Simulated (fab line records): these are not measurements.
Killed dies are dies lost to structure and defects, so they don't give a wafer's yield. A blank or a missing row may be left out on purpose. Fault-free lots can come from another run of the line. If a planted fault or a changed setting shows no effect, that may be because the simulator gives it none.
Chamber matching | flow nand harc | pecvd-02 running NHARC_A_CHANNEL_HOLE_D1_DEP_01: 3 sister chambers
The step deposits SiON, target thk 140 nm. 6 wafers are shown with their chamber, then 11 later ones without.

WAFERS, EACH WITH ITS CHAMBER
wafer  | chamber | heater power w (W)
L086.4 | 2       | 822
L086.6 | 0       | 731
L088.1 | 1       | 751
L088.3 | 2       | 810
L088.4 | 1       | 745
L089.1 | 0       | 754

WAFERS WHOSE CHAMBER IS MISSING
wafer  | heater power w (W)
L089.3 | 761
L089.4 | 775
L091.3 | 711
L091.5 | 714
L091.6 | 698
L093.1 | 798
L093.4 | 797
L093.6 | 831
L092.1 | 843
L092.2 | 757
L092.5 | 688

WHICH CHAMBER EACH WENT THROUGH
wafer  | from the rows above          | in truth
L089.3 | can't be placed: 1 or 0      | 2
L089.4 | can't be placed: 1 or 0 or 2 | 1
L091.3 | can't be placed: 0 or 1      | 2
L091.5 | can't be placed: 0 or 1      | 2
L091.6 | can't be placed: 0 or 1      | 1
L093.1 | 2                            | 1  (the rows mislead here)
L093.4 | 2                            | 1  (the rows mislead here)
L093.6 | 2                            | 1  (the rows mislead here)
L092.1 | 2                            | 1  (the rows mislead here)
L092.2 | can't be placed: 1 or 0      | 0
L092.5 | can't be placed: 0 or 1      | 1
Placed correctly: 0 of 11. Unplaceable from these rows: 7, with the true chamber sitting among the candidates in 4. Number placed wrongly: 4.
How it was worked out, from the rows above alone: a wafer's distance from a chamber is the root of the sum, over the readings, of the square of ((its reading less the chamber's mean) divided by the reading's scatter). If the next closest chamber is less than 2 further off than the closest, the wafer can't be placed; otherwise it belongs to the closest. The mean given for a chamber averages the wafers shown for that chamber. The scatter is the square root of a quotient: the sum, over the shown wafers, of each reading's squared deviation from its chamber's mean, divided by wafers minus chambers.
